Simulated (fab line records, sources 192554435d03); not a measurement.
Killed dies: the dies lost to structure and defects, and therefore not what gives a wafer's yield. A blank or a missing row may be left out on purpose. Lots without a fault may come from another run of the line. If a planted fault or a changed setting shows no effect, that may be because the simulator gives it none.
fab line records	flow n5Finfet
record lots=24	wafers=72	lastDay=18
route steps=1938 shown MOL_CONTACT_COAG@540
lots with no fault: from the same line, run without faults
startH: hours from the record's first day to the start of the lot's first wafer shown	waitH: time in hours since the lot's previous step	" identical to the entry in the row above	L1.1+2: a single row standing in for several wafers	- no value, or no start was given	* or withheld: withheld	< > ~ a bound
route shown NAME@n: a module of which the file shows steps, and the number in the route of the first	usual: mean/standard deviation taken from wafers without a fault	same: alike in all rows	chamber/n: place in a boat	sites: per-site readings	_std_site: their standard deviation	_edge_site: inner sites' mean taken away from outer sites' mean	radiusMm: for every site, how far away it sits from the centre of the wafer	mask NAME#n: copy n	behind: the last tool/chamber to shape the wafer	hold: the reason the lot was held/the length of the hold in hours/how it ended	device: the n, p or np transistor that did not switch	end of line: at the end of the route, the tests of the same wafers	for a step that has no rows: nothing shown but its recipe	killed: at the first sort, the dies lost to defects and structure; wafer yield is something else	map: a wafer's dies, marking killed ones x, the rest . and places with no die _
set.NAME: the setting that was run; set.NAME@STEP: the one run at that earlier step	model.NAME: the simulator's own value behind a step, which no gauge read
route steps across a sampled set of lots; one table per step, one row per wafer
services: a tool's chamber out of use, with start hour (startH, from the record's first day; less than 0 if before it), hours out, and reason
## steps
# step N5_MOL_CONTACT_COAG_CD_MEAS_99
# recipe targetCdNm=17.2	polarity=opening
# usual cdNm=17.0/0.39
lot.wafer	tool	chamber	startH	waitH	cdNm
L074.2	cdSem-03	-	87.63	-	17.3
L074.5	"	-	"	"	16.8
L074.6	"	-	"	"	17.1
L075.3	cdSem-01	-	91.88	-	17.5
L075.4	"	-	"	"	17.1
L075.6	"	-	"	"	17.8
L076.1	cdSem-02	-	99.25	-	17.0
L076.3	"	-	"	"	17.5
L076.5	"	-	"	"	17.1
L077.1	cdSem-02	-	107.73	-	17.3
L077.2	"	-	"	"	17.3
L077.3	"	-	"	"	17.0
L078.1	cdSem-02	-	114.59	-	17.2
L078.5	"	-	"	"	17.7
L078.6	"	-	"	"	16.7
L079.3	cdSem-02	-	117.06	-	17.2
L079.5	"	-	"	"	17.1
L079.6	"	-	"	"	16.5
L080.3	cdSem-01	-	124.62	-	16.5
L080.4	"	-	"	"	16.6
L080.6	"	-	"	"	16.9
L081.3	cdSem-02	-	128.28	-	16.7
L081.4	"	-	"	"	17.7
L081.5	"	-	"	"	17.3
L082.2	cdSem-02	-	134.72	-	16.9
L082.3	"	-	"	"	16.9
L082.6	"	-	"	"	16.7
L083.2	cdSem-01	-	140.49	-	17.2
L083.5	"	-	"	"	17.6
L083.6	"	-	"	"	17.0
L084.1	cdSem-03	-	151.84	-	16.8
L084.3	"	-	"	"	17.3
L084.5	"	-	"	"	17.0
L085.1	cdSem-02	-	159.52	-	16.9
L085.3	"	-	"	"	17.2
L085.4	"	-	"	"	16.9
L086.2	cdSem-01	-	169.42	-	17.0
L086.4	"	-	"	"	17.6
L086.5	"	-	"	"	16.6
L087.1	cdSem-02	-	187.19	-	16.7
L087.4	"	-	"	"	17.2
L087.5	"	-	"	"	17.1
L088.2	cdSem-03	-	189.43	-	17.0
L088.5	"	-	"	"	17.1
L088.6	"	-	"	"	16.9
L089.1	cdSem-03	-	190.77	-	16.8
L089.4	"	-	"	"	16.6
L089.6	"	-	"	"	16.5
L090.2	cdSem-02	-	194.48	-	16.9
L090.4	"	-	"	"	17.3
L090.5	"	-	"	"	17.0
L091.2	cdSem-02	-	196.71	-	16.6
L091.5	"	-	"	"	16.5
L091.6	"	-	"	"	16.7
L092.4	cdSem-03	-	197.77	-	17.5
L092.5	"	-	"	"	17.4
L092.6	"	-	"	"	16.9
L093.1	cdSem-03	-	205.12	-	16.7
L093.2	"	-	"	"	17.4
L093.6	"	-	"	"	16.6
L094.1	cdSem-01	-	208.90	-	17.5
L094.4	"	-	"	"	17.5
L094.5	"	-	"	"	17.0
L095.1	cdSem-01	-	225.06	-	16.8
L095.3	"	-	"	"	17.2
L095.4	"	-	"	"	17.0
L096.3	cdSem-01	-	225.10	-	16.9
L096.4	"	-	"	"	16.9
L096.6	"	-	"	"	16.6
L097.2	cdSem-01	-	234.48	-	16.9
L097.3	"	-	"	"	18.1
L097.5	"	-	"	"	17.5
# step N5_MOL_CONTACT_COAG_OVL_MEAS_85
# recipe pointsPerWafer=522
# usual VG_OVL=-0.2/0.68
lot.wafer	tool	chamber	startH	waitH	VG_OVL[nm]
L075.3	overlay-01	0	101.23	0.0	0.0
L075.4	"	0	"	"	0.2
L075.6	"	0	"	"	1.1
L074.2	overlay-02	0	101.80	0.0	0.0
L074.5	"	0	"	"	-0.4
L074.6	"	0	"	"	0.2
L076.1	overlay-02	0	109.42	0.0	0.0
L076.3	"	0	"	"	1.2
L076.5	"	0	"	"	0.7
L077.1	overlay-01	0	117.21	0.0	0.6
L077.2	"	0	"	"	1.3
L077.3	"	0	"	"	0.2
L078.1	overlay-01	0	125.41	0.0	-0.1
L078.5	"	0	"	"	-1.4
L078.6	"	0	"	"	-0.4
L079.3	overlay-01	0	125.60	0.0	-0.7
L079.5	"	0	"	"	1.1
L079.6	"	0	"	"	-0.2
L080.3	overlay-02	0	134.93	0.0	-0.7
L080.4	"	0	"	"	0.1
L080.6	"	0	"	"	-0.1
L081.3	overlay-01	0	137.73	0.0	-0.7
L081.4	"	0	"	"	-1.3
L081.5	"	0	"	"	-0.6
L082.2	overlay-02	0	145.26	0.0	-0.4
L082.3	"	0	"	"	-0.3
L082.6	"	0	"	"	0.5
L083.2	overlay-01	0	150.16	0.0	-0.4
L083.5	"	0	"	"	-1.4
L083.6	"	0	"	"	-1.1
L084.1	overlay-01	0	163.43	0.0	-0.2
L084.3	"	0	"	"	-0.7
L084.5	"	0	"	"	-0.5
L085.1	overlay-01	0	168.57	0.0	-0.3
L085.3	"	0	"	"	0.2
L085.4	"	0	"	"	-0.8
L086.2	overlay-02	0	182.74	0.0	0.8
L086.4	"	0	"	"	0.9
L086.5	"	0	"	"	-0.1
L087.1	overlay-02	0	199.51	0.0	-0.1
L087.4	"	0	"	"	0.1
L087.5	"	0	"	"	-0.9
L088.2	overlay-02	0	199.87	0.0	-0.1
L088.5	"	0	"	"	-0.6
L088.6	"	0	"	"	-0.5
L089.1	overlay-01	0	200.34	0.0	0.0
L089.4	"	0	"	"	0.2
L089.6	"	0	"	"	1.6
L090.2	overlay-02	0	202.47	0.0	-1.1
L090.4	"	0	"	"	-0.8
L090.5	"	0	"	"	-0.5
L091.2	overlay-02	0	204.95	0.0	-0.2
L091.5	"	0	"	"	0.2
L091.6	"	0	"	"	0.4
L092.4	overlay-02	0	205.88	0.0	-0.2
L092.5	"	0	"	"	-1.7
L092.6	"	0	"	"	-1.4
L093.1	overlay-01	0	214.07	0.0	0.5
L093.2	"	0	"	"	-0.2
L093.6	"	0	"	"	-0.6
L094.1	overlay-01	0	218.71	0.0	-0.3
L094.4	"	0	"	"	-0.4
L094.5	"	0	"	"	-1.7
L095.1	overlay-01	0	233.10	0.0	-0.1
L095.3	"	0	"	"	-0.6
L095.4	"	0	"	"	-0.2
L096.3	overlay-01	0	234.18	0.0	-0.3
L096.4	"	0	"	"	-1.5
L096.6	"	0	"	"	0.3
L097.2	overlay-02	0	243.02	0.0	-0.1
L097.3	"	0	"	"	-0.3
L097.5	"	0	"	"	0.2
# step N5_MOL_CONTACT_COAG_STRIP_96
# recipe chemistry=N2/H2	powerW=500	tempC=40	pressureMtorr=50	rfFrequencyHz=6e+07	overashFraction=0.3	biasPowerW=28	h2Frac=0.5	n2FlowSccm=300	h2FlowSccm=300
# usual drypumpMotorCurrentA=5.5/0.47	oesProductAu=0.80/0.077	powerW=500.0/1.4	rfVppV=121.7/1.2	showerheadPlenumPTorr=3.36/0.1	tempC=40.01/0.12	throttleValvePct=18.7/0.38
lot.wafer	tool	chamber	startH	waitH	drypumpMotorCurrentA	oesProductAu	powerW	rfHoursCounterH	rfVppV	showerheadPlenumPTorr	tempC	throttleValvePct
L075.3	rieDiel-05	0	102.11	0.0	5.2	0.84	501.6	73	122.9	3.27	39.97	18.9
L075.4	"	3	"	"	5.4	0.71	499.4	214	120.4	3.34	40.09	19.0
L075.6	"	2	"	"	5.6	0.83	499.2	-	124.6	3.40	40.14	18.7
L074.2	rieDiel-06	1	102.42	0.0	5.1	0.68	500.3	226	121.1	3.32	40.11	18.6
L074.5	"	1	"	"	5.1	0.68	500.0	-	120.7	3.32	40.15	18.6
L074.6	"	2	"	"	6.5	0.72	499.0	-	119.5	3.18	40.15	19.3
L076.1	rieDiel-05	1	110.22	0.0	4.9	0.70	499.9	243	122.2	3.30	40.05	18.5
L076.3	"	3	"	"	5.4	0.72	500.2	216	120.3	3.33	39.96	19.0
L076.5	"	0	"	"	5.3	0.83	498.6	-	123.4	3.27	40.02	18.9
L077.1	rieDiel-05	2	117.85	0.0	5.6	0.83	501.1	84	120.7	3.39	40.04	18.7
L077.2	"	1	"	"	4.9	0.69	499.5	246	121.6	3.30	39.81	18.5
L077.3	"	0	"	"	5.3	0.84	500.0	78	123.3	3.27	40.00	18.9
L078.1	rieDiel-05	0	126.04	0.0	5.3	0.83	501.0	82	122.0	3.27	39.91	18.9
L078.5	"	3	"	"	5.4	0.71	499.9	-	122.7	3.33	39.85	19.0
L078.6	"	0	"	"	5.3	0.83	500.0	-	121.2	3.27	39.92	18.9
L079.3	rieDiel-02	2	126.22	0.0	5.3	0.91	500.0	23	122.6	3.56	39.94	18.2
L079.5	"	0	"	"	5.7	0.87	501.7	-	121.6	3.27	39.96	18.2
L079.6	"	3	"	"	5.8	0.83	498.5	-	123.3	3.39	40.04	18.9
L080.3	rieDiel-02	2	135.55	0.0	5.4	0.90	500.9	26	122.7	3.56	40.15	18.2
L080.4	"	3	"	"	5.8	0.82	500.6	95	120.6	3.39	39.90	18.9
L080.6	"	0	"	"	5.7	0.85	499.5	-	120.1	3.27	39.90	18.2
L081.3	rieDiel-02	2	138.55	0.0	5.4	0.90	499.3	26	124.2	3.56	40.04	18.2
L081.4	"	3	"	"	5.8	0.84	499.4	96	120.9	3.39	39.82	18.9
L081.5	"	0	"	"	5.7	0.86	502.0	-	121.1	3.27	39.98	18.2
L082.2	rieDiel-05	0	146.13	0.0	5.2	0.82	496.9	90	120.7	3.26	39.82	19.0
L082.3	"	2	"	"	5.7	0.80	499.3	95	123.4	3.39	40.08	18.7
L082.6	"	1	"	"	4.9	0.98	501.2	-	121.7	3.30	39.92	18.0
L083.2	rieDiel-05	3	150.78	0.0	5.4	0.70	499.3	232	122.7	3.33	40.03	19.0
L083.5	"	2	"	"	5.6	0.80	499.8	-	121.6	3.39	40.09	18.7
L083.6	"	3	"	"	5.4	0.69	498.3	-	121.5	3.33	39.94	19.0
L084.1	rieDiel-06	2	164.78	0.0	6.4	0.70	498.4	232	121.7	3.17	39.76	19.4
L084.3	"	1	"	"	5.1	0.67	499.9	248	121.9	3.31	39.75	18.7
L084.5	"	0	"	"	5.0	0.90	499.8	-	123.3	3.56	40.03	18.3
L085.1	rieDiel-02	3	170.48	0.0	5.8	0.81	501.0	106	120.7	3.39	39.93	18.9
L085.3	"	2	"	"	5.4	0.88	498.4	36	123.2	3.55	40.04	18.2
L085.4	"	1	"	"	6.0	0.71	498.7	210	123.9	3.46	40.08	19.2
L086.2	rieDiel-02	3	183.62	0.0	5.8	0.81	501.9	110	121.0	3.38	39.97	18.9
L086.4	"	2	"	"	5.4	0.89	497.1	41	121.0	3.55	39.96	18.2
L086.5	"	3	"	"	5.8	0.80	502.3	-	122.4	3.38	39.96	18.9
L087.1	rieDiel-05	2	201.28	0.0	5.6	0.78	501.1	116	122.7	3.37	40.07	18.8
L087.4	"	0	"	"	5.3	0.80	500.2	-	121.2	3.25	39.98	19.0
L087.5	"	1	"	"	4.9	0.91	501.6	-	123.3	3.29	40.03	18.1
L088.2	rieDiel-05	1	202.05	0.0	4.9	0.90	500.0	23	120.0	3.29	39.98	18.1
L088.5	"	0	"	"	5.3	0.81	497.9	-	120.5	3.25	40.18	19.0
L088.6	"	2	"	"	5.6	0.78	500.1	-	122.4	3.37	40.26	18.7
L089.1	rieDiel-02	0	202.09	0.0	5.7	0.83	499.3	75	119.7	3.26	39.96	18.2
L089.4	"	2	"	"	5.3	0.87	500.2	47	121.9	3.54	40.08	18.3
L089.6	"	1	"	"	6.0	0.69	501.6	-	122.1	3.46	39.91	19.2
L090.2	rieDiel-02	2	204.27	0.0	5.4	0.87	499.6	48	123.9	3.54	39.83	18.2
L090.4	"	1	"	"	6.0	0.70	499.0	223	121.3	3.45	39.88	19.2
L090.5	"	0	"	"	5.7	0.82	502.6	-	122.1	3.26	40.18	18.2
L091.2	rieDiel-02	1	207.39	0.0	6.0	0.70	496.8	225	121.4	3.45	40.02	19.2
L091.5	"	3	"	"	5.8	0.80	501.9	-	120.4	3.38	39.89	18.9
L091.6	"	0	"	"	5.7	0.83	499.6	-	119.6	3.26	39.96	18.2
L092.4	rieDiel-05	1	208.24	0.0	4.8	0.90	502.7	-	118.8	3.29	39.97	18.1
L092.5	"	2	"	"	5.6	0.78	499.2	-	120.8	3.37	40.20	18.7
L092.6	"	0	"	"	5.3	0.78	500.1	-	122.4	3.25	39.95	19.0
L093.1	rieDiel-05	1	215.27	0.0	4.8	0.88	499.6	32	122.3	3.28	40.03	18.1
L093.2	"	0	"	"	5.3	0.79	503.1	121	121.7	3.25	39.90	19.0
L093.6	"	1	"	"	4.9	0.87	498.8	-	120.6	3.28	39.98	18.1
L094.1	rieDiel-05	2	219.47	0.0	5.6	0.77	500.5	128	120.8	3.37	40.16	18.8
L094.4	"	3	"	"	5.4	0.98	500.7	0	120.3	3.32	40.14	18.6
L094.5	"	2	"	"	5.6	0.76	500.6	-	123.0	3.37	40.01	18.8
L095.1	rieDiel-06	2	234.01	0.0	6.5	0.69	501.8	239	119.1	3.17	40.13	19.4
L095.3	"	0	"	"	5.0	0.88	500.1	65	122.6	3.55	40.02	18.4
L095.4	"	2	"	"	6.5	0.70	499.2	-	121.1	3.17	40.02	19.3
L096.3	rieDiel-02	3	234.91	0.0	5.8	0.77	498.3	132	123.0	3.37	40.19	18.9
L096.4	"	2	"	"	5.4	0.84	499.5	58	122.5	3.54	40.23	18.3
L096.6	"	2	"	"	5.4	0.85	498.8	-	121.4	3.54	40.22	18.3
L097.2	rieDiel-06	3	243.69	0.0	6.7	0.70	498.9	233	122.7	3.43	39.91	19.0
L097.3	"	1	"	"	5.1	0.97	502.8	1	123.2	3.30	39.85	18.3
L097.5	"	0	"	"	5.0	0.87	498.4	-	121.8	3.55	39.95	18.4
# step N5_MOL_CONTACT_COAG_STRIP_72
# recipe chemistry=N2/H2	powerW=450	tempC=40	pressureMtorr=20	rfFrequencyHz=6e+07	overashFraction=3	biasPowerW=7	h2Frac=0.5	n2FlowSccm=200	h2FlowSccm=200
# usual drypumpMotorCurrentA=5.7/0.46	oesProductAu=0.80/0.081	powerW=449.9/1.3	rfVppV=59.1/1.9	showerheadPlenumPTorr=2.55/0.086	tempC=40.00/0.12	throttleValvePct=23.4/0.34
lot.wafer	tool	chamber	startH	waitH	drypumpMotorCurrentA	oesProductAu	powerW	rfHoursCounterH	rfVppV	showerheadPlenumPTorr	tempC	throttleValvePct
L075.3	rieDiel-05	3	103.54	0.0	5.4	0.71	450.4	214	58.9	2.52	39.94	23.7
L075.4	"	1	"	"	4.9	0.69	452.2	241	61.3	2.50	40.02	23.1
L075.6	"	0	"	"	5.3	0.85	448.5	-	61.2	2.47	39.70	23.6
L074.2	rieDiel-02	3	103.73	0.0	5.8	0.85	450.7	83	56.8	2.57	39.94	23.5
L074.5	"	3	"	"	5.8	0.84	448.9	-	56.8	2.57	39.87	23.5
L074.6	"	0	"	"	5.7	0.88	448.5	-	58.8	2.47	39.94	23.0
L076.1	rieDiel-02	2	111.77	0.0	5.4	0.93	452.3	18	58.7	2.70	39.94	23.0
L076.3	"	3	"	"	5.8	0.83	450.0	86	56.0	2.57	40.09	23.5
L076.5	"	0	"	"	5.7	0.88	449.1	-	58.1	2.47	39.97	23.1
L077.1	rieDiel-02	1	119.16	0.0	6.0	0.73	448.9	194	59.9	2.63	39.80	23.8
L077.2	"	2	"	"	5.4	0.91	448.3	20	61.6	2.70	39.99	23.0
L077.3	"	0	"	"	5.7	0.87	449.7	49	62.2	2.47	40.06	23.1
L078.1	rieDiel-06	0	127.48	0.0	5.0	0.91	450.5	35	62.8	2.70	39.99	23.1
L078.5	"	3	"	"	6.6	0.71	452.5	-	59.4	2.61	39.94	23.6
L078.6	"	2	"	"	6.5	0.70	449.7	-	56.5	2.40	39.72	24.0
L079.3	rieDiel-06	2	127.82	0.0	6.5	0.71	450.8	221	59.1	2.40	39.89	24.0
L079.5	"	3	"	"	6.7	0.70	449.3	-	57.5	2.61	40.08	23.6
L079.6	"	0	"	"	5.0	0.94	451.4	-	58.0	2.70	39.96	23.2
L080.3	rieDiel-05	0	136.98	0.0	5.3	0.83	448.8	86	59.6	2.46	40.03	23.6
L080.4	"	2	"	"	5.6	0.81	449.9	-	58.1	2.56	39.89	23.4
L080.6	"	0	"	"	5.3	0.82	448.1	-	58.6	2.46	40.07	23.6
L081.3	rieDiel-06	3	139.95	0.0	6.7	0.70	453.1	203	60.6	2.60	39.81	23.6
L081.4	"	0	"	"	5.0	0.91	450.2	40	61.5	2.70	39.86	23.1
L081.5	"	2	"	"	6.4	0.72	449.6	-	54.8	2.39	39.91	24.1
L082.2	rieDiel-05	0	147.59	0.0	5.3	0.81	449.4	90	60.0	2.46	40.10	23.6
L082.3	"	1	"	"	4.8	0.98	448.1	2	60.0	2.49	39.98	22.8
L082.6	"	2	"	"	5.6	0.80	452.0	-	61.0	2.56	40.02	23.5
L083.2	rieDiel-02	3	152.11	0.0	5.8	0.80	450.4	100	59.7	2.56	40.08	23.5
L083.5	"	2	"	"	5.3	0.91	452.2	-	58.3	2.69	39.87	23.0
L083.6	"	1	"	"	6.1	0.72	451.7	-	58.2	2.62	40.08	23.7
L084.1	rieDiel-02	1	166.28	0.0	6.0	0.72	451.2	210	59.9	2.62	40.15	23.8
L084.3	"	0	"	"	5.7	0.85	451.4	63	56.3	2.47	39.97	23.1
L084.5	"	1	"	"	6.0	0.72	451.9	-	59.8	2.62	40.31	23.8
L085.1	rieDiel-02	0	172.17	0.0	5.7	0.84	450.1	64	57.6	2.47	40.13	23.1
L085.3	"	3	"	"	5.8	0.80	450.0	107	59.3	2.56	40.28	23.5
L085.4	"	1	"	"	6.0	0.70	447.7	211	57.4	2.62	40.10	23.8
L086.2	rieDiel-02	3	185.52	0.0	5.8	0.80	450.0	111	57.6	2.56	40.00	23.5
L086.4	"	2	"	"	5.3	0.88	449.6	41	58.1	2.69	39.93	23.0
L086.5	"	1	"	"	6.0	0.69	449.7	-	63.1	2.62	39.89	23.8
L087.1	rieDiel-05	0	204.04	0.0	5.3	0.81	448.9	113	57.7	2.45	40.01	23.6
L087.4	"	1	"	"	4.9	0.91	450.4	-	59.3	2.48	40.00	22.8
L087.5	"	2	"	"	5.6	0.78	452.6	-	59.0	2.55	40.05	23.5
L088.2	rieDiel-05	1	205.34	0.0	4.8	0.90	448.4	25	60.8	2.48	40.19	22.8
L088.5	"	2	"	"	5.6	0.79	448.7	-	58.1	2.55	39.97	23.5
L088.6	"	1	"	"	4.8	0.90	450.3	-	60.9	2.48	40.12	22.8
L089.1	rieDiel-02	2	205.37	0.0	5.3	0.87	449.7	48	60.6	2.68	39.96	23.0
L089.4	"	1	"	"	6.0	0.73	449.9	224	56.1	2.61	40.03	23.8
L089.6	"	2	"	"	5.3	0.87	448.6	-	58.4	2.68	39.94	23.0
L090.2	rieDiel-05	1	207.15	0.0	4.8	0.89	450.0	26	61.2	2.48	39.95	22.8
L090.4	"	1	"	"	4.8	0.90	450.2	-	60.5	2.48	39.84	22.8
L090.5	"	0	"	"	5.2	0.79	452.0	-	60.7	2.45	39.99	23.6
L091.2	rieDiel-02	0	209.42	0.0	5.7	0.83	450.0	79	58.8	2.46	39.90	23.1
L091.5	"	1	"	"	6.0	0.69	451.1	-	59.9	2.61	40.00	23.8
L091.6	"	0	"	"	5.7	0.83	449.0	-	54.7	2.46	40.01	23.1
L092.4	rieDiel-02	3	210.83	0.0	5.8	0.80	451.0	-	59.0	2.55	40.08	23.5
L092.5	"	1	"	"	6.1	0.71	450.0	-	62.4	2.61	39.89	23.8
L092.6	"	0	"	"	5.7	0.83	448.5	-	55.7	2.46	40.02	23.1
L093.1	rieDiel-05	2	219.19	0.0	5.6	0.77	451.4	128	60.9	2.55	40.28	23.5
L093.2	"	1	"	"	4.8	0.89	450.1	34	58.4	2.48	40.06	22.9
L093.6	"	3	"	"	5.4	0.99	450.1	-	59.3	2.51	39.96	23.4
L094.1	rieDiel-02	2	220.79	0.0	5.3	0.85	450.4	52	57.1	2.68	39.99	23.1
L094.4	"	3	"	"	5.8	0.78	448.7	126	60.2	2.55	39.91	23.5
L094.5	"	1	"	"	6.0	0.69	451.5	-	58.5	2.61	40.18	23.8
L095.1	rieDiel-02	1	235.33	0.0	6.0	0.69	450.1	238	58.8	2.61	40.22	23.8
L095.3	"	2	"	"	5.3	0.86	451.0	59	63.5	2.68	39.92	23.0
L095.4	"	3	"	"	5.8	0.78	450.5	132	58.9	2.55	40.20	23.5
L096.3	rieDiel-06	3	236.35	0.0	6.6	0.70	449.6	229	58.3	2.59	39.96	23.7
L096.4	"	2	"	"	6.5	0.69	448.1	-	57.2	2.39	39.93	24.1
L096.6	"	3	"	"	6.7	0.69	448.8	-	58.2	2.59	39.73	23.6
L097.2	rieDiel-02	2	245.26	0.0	5.4	0.85	448.2	62	59.5	2.68	40.11	23.1
L097.3	"	0	"	"	5.7	0.80	452.1	94	59.5	2.45	39.97	23.1
L097.5	"	0	"	"	5.7	0.80	451.2	-	58.7	2.45	39.97	23.1
# step N5_MOL_CONTACT_COAG_STRIP_49
# recipe chemistry=N2/H2	timeS=30	powerW=1000	tempC=250	pressureMtorr=withheld	n2FlowSccm=1750	h2FlowSccm=3250
# usual drypumpMotorCurrentA=5.32/0.23	heaterPowerW=306/22	tempC=250.01/0.16
lot.wafer	tool	chamber	startH	waitH	drypumpMotorCurrentA	heaterPowerW	rfHoursCounterH	tempC
L075.3	plasmaAsher-02	1	103.64	-	5.36	286	-	250.02
L075.4	"	0	"	"	5.00	321	-	250.02
L075.6	"	0	"	"	5.02	313	-	250.01
L074.2	plasmaAsher-02	0	103.82	-	5.01	315	87	249.90
L074.5	"	1	"	"	5.38	295	-	250.28
L074.6	"	0	"	"	4.99	320	-	250.11
L076.1	plasmaAsher-02	1	111.85	-	5.37	292	89	250.03
L076.3	"	0	"	"	5.02	318	-	250.10
L076.5	"	0	"	"	5.01	316	-	249.82
L077.1	plasmaAsher-01	0	119.24	-	5.62	282	53	250.01
L077.2	"	1	"	"	5.36	337	53	250.33
L077.3	"	0	"	"	5.60	279	-	250.04
L078.1	plasmaAsher-01	1	127.56	-	5.36	334	54	249.73
L078.5	"	0	"	"	5.69	280	-	250.23
L078.6	"	1	"	"	5.33	340	-	249.97
L079.3	plasmaAsher-02	1	127.93	-	5.39	293	-	249.72
L079.5	"	0	"	"	5.01	325	-	249.97
L079.6	"	1	"	"	5.37	285	-	250.16
L080.3	plasmaAsher-02	1	137.08	-	5.36	290	-	250.22
L080.4	"	0	"	"	5.01	329	-	250.12
L080.6	"	1	"	"	5.36	298	-	250.08
L081.3	plasmaAsher-01	0	140.06	-	5.64	280	-	249.83
L081.4	"	1	"	"	5.33	334	-	250.05
L081.5	"	0	"	"	5.64	275	-	249.75
L082.2	plasmaAsher-02	0	147.67	-	4.98	327	95	249.95
L082.3	"	1	"	"	5.38	287	-	249.95
L082.6	"	0	"	"	4.98	314	-	250.17
L083.2	plasmaAsher-02	1	152.19	-	5.37	293	96	249.81
L083.5	"	0	"	"	4.99	310	-	249.86
L083.6	"	1	"	"	5.34	290	-	249.88
L084.1	plasmaAsher-01	1	166.36	-	5.36	333	60	249.95
L084.3	"	1	"	"	5.35	334	-	250.43
L084.5	"	1	"	"	5.34	347	-	250.12
L085.1	plasmaAsher-01	1	172.25	-	5.31	344	61	250.19
L085.3	"	1	"	"	5.31	331	-	250.03
L085.4	"	0	"	"	5.65	280	-	249.80
L086.2	plasmaAsher-02	1	185.60	-	5.38	288	104	249.78
L086.4	"	0	"	"	4.99	319	-	249.81
L086.5	"	0	"	"	5.00	317	-	249.93
L087.1	plasmaAsher-01	0	204.12	-	5.66	280	67	250.03
L087.4	"	1	"	"	5.34	340	-	250.00
L087.5	"	0	"	"	5.64	284	-	250.13
L088.2	plasmaAsher-01	0	205.42	-	5.61	286	68	249.93
L088.5	"	1	"	"	5.36	338	-	250.28
L088.6	"	0	"	"	5.68	285	-	250.14
L089.1	plasmaAsher-02	1	205.45	-	5.36	295	108	249.88
L089.4	"	0	"	"	4.98	320	-	249.83
L089.6	"	0	"	"	4.99	319	-	249.93
L090.2	plasmaAsher-02	0	207.23	-	4.99	315	108	249.80
L090.4	"	0	"	"	5.01	317	-	249.95
L090.5	"	0	"	"	5.01	320	-	250.03
L091.2	plasmaAsher-02	1	209.51	-	5.39	288	109	250.11
L091.5	"	1	"	"	5.38	294	-	249.97
L091.6	"	0	"	"	5.02	306	-	250.12
L092.4	plasmaAsher-02	0	210.90	-	4.99	323	-	250.09
L092.5	"	1	"	"	5.37	297	-	250.04
L092.6	"	0	"	"	4.99	314	-	249.68
L093.1	plasmaAsher-01	1	219.27	-	5.35	327	71	249.85
L093.2	"	0	"	"	5.64	283	71	249.93
L093.6	"	0	"	"	5.65	283	-	250.36
L094.1	plasmaAsher-01	0	220.87	-	5.66	276	71	250.06
L094.4	"	0	"	"	5.64	282	-	250.14
L094.5	"	1	"	"	5.31	344	-	250.26
L095.1	plasmaAsher-01	1	235.41	-	5.35	335	74	249.80
L095.3	"	0	"	"	5.60	275	-	250.31
L095.4	"	1	"	"	5.33	335	-	249.85
L096.3	plasmaAsher-01	0	236.45	-	5.67	286	-	249.66
L096.4	"	1	"	"	5.34	332	-	249.98
L096.6	"	1	"	"	5.34	329	-	249.98
L097.2	plasmaAsher-02	0	245.35	-	5.00	307	115	249.87
L097.3	"	1	"	"	5.35	299	-	250.14
L097.5	"	1	"	"	5.35	287	-	249.88
# step N5_MOL_CONTACT_COAG_CVD_140
# recipe material=W	targetThkA=665	mode=selectiveFill	tempC=300	timeS=215
# usual heaterPowerW=465/69
lot.wafer	tool	chamber	startH	waitH	heaterPowerW
L075.3	cvdW-02	0	103.98	0.1	361
L075.4	"	1	"	"	492
L075.6	"	0	"	"	349
L074.2	cvdW-01	1	104.09	0.1	541
L074.5	"	1	"	"	544
L074.6	"	0	"	"	470
L076.1	cvdW-02	1	112.13	0.1	490
L076.3	"	1	"	"	481
L076.5	"	1	"	"	478
L077.1	cvdW-01	0	119.52	0.1	466
L077.2	"	1	"	"	531
L077.3	"	1	"	"	547
L078.1	cvdW-01	1	127.84	0.1	543
L078.5	"	0	"	"	475
L078.6	"	1	"	"	538
L079.3	cvdW-02	0	128.27	0.1	362
L079.5	"	0	"	"	348
L079.6	"	1	"	"	480
L080.3	cvdW-02	0	137.42	0.1	374
L080.4	"	1	"	"	494
L080.6	"	1	"	"	484
L081.3	cvdW-01	1	140.61	0.1	545
L081.4	"	0	"	"	478
L081.5	"	1	"	"	550
L082.2	cvdW-01	1	147.95	0.1	551
L082.3	"	0	"	"	466
L082.6	"	1	"	"	552
L083.2	cvdW-01	1	152.51	0.1	557
L083.5	"	0	"	"	469
L083.6	"	1	"	"	537
L084.1	cvdW-01	1	166.64	0.1	553
L084.3	"	1	"	"	549
L084.5	"	1	"	"	539
L085.1	cvdW-02	0	172.53	0.1	351
L085.3	"	1	"	"	482
L085.4	"	0	"	"	372
L086.2	cvdW-02	1	185.88	0.1	481
L086.4	"	0	"	"	356
L086.5	"	1	"	"	486
L087.1	cvdW-02	1	204.40	0.1	501
L087.4	"	1	"	"	486
L087.5	"	1	"	"	484
L088.2	cvdW-01	0	205.70	0.1	468
L088.5	"	0	"	"	478
L088.6	"	1	"	"	541
L089.1	cvdW-02	0	205.73	0.1	352
L089.4	"	1	"	"	498
L089.6	"	1	"	"	483
L090.2	cvdW-01	0	207.51	0.1	475
L090.4	"	0	"	"	478
L090.5	"	1	"	"	538
L091.2	cvdW-01	0	209.79	0.1	481
L091.5	"	0	"	"	480
L091.6	"	1	"	"	544
L092.4	cvdW-02	0	211.25	0.1	366
L092.5	"	0	"	"	364
L092.6	"	1	"	"	486
L093.1	cvdW-02	1	219.55	0.1	488
L093.2	"	0	"	"	360
L093.6	"	1	"	"	472
L094.1	cvdW-01	0	221.16	0.1	482
L094.4	"	1	"	"	564
L094.5	"	0	"	"	466
L095.1	cvdW-01	0	235.70	0.1	465
L095.3	"	0	"	"	467
L095.4	"	1	"	"	552
L096.3	cvdW-02	0	236.96	0.2	358
L096.4	"	0	"	"	356
L096.6	"	0	"	"	353
L097.2	cvdW-01	1	245.63	0.1	531
L097.3	"	1	"	"	548
L097.5	"	1	"	"	560
## services
tool	chamber	startH	hours	kind
rieDiel-06	0	79.05	8.7	repair
rieDiel-02	1	87.10	2.7	repair
rieDiel-02	0	122.41	2.5	repair
rieDiel-05	1	129.72	-	clean
rieDiel-05	1	129.72	-	consumableReplace:focusRing
rieDiel-05	1	129.72	12.8	scheduledDown
rieDiel-05	1	129.72	12.8	ventCycle
plasmaAsher-02	-	134.65	0.7	repair
rieDiel-02	0	151.41	1.6	repair
cvdW-02	-	163.79	2.5	repair
rieDiel-06	2	168.37	33.9	repair
plasmaAsher-01	-	192.36	1.2	repair
rieDiel-06	-	195.13	28.1	pm
rieDiel-05	3	198.03	-	clean
rieDiel-05	3	198.03	-	consumableReplace:focusRing
rieDiel-05	3	198.03	19.4	scheduledDown
rieDiel-05	3	198.03	19.4	ventCycle
plasmaAsher-01	-	199.12	3.6	repair
rieDiel-06	1	223.23	-	clean
rieDiel-06	1	223.23	-	consumableReplace:focusRing
rieDiel-06	1	223.23	18.1	scheduledDown
rieDiel-06	1	223.23	18.1	ventCycle
cvdW-02	1	236.55	25.8	repair
cvdW-02	-	241.46	0.8	repair
## key
fault none
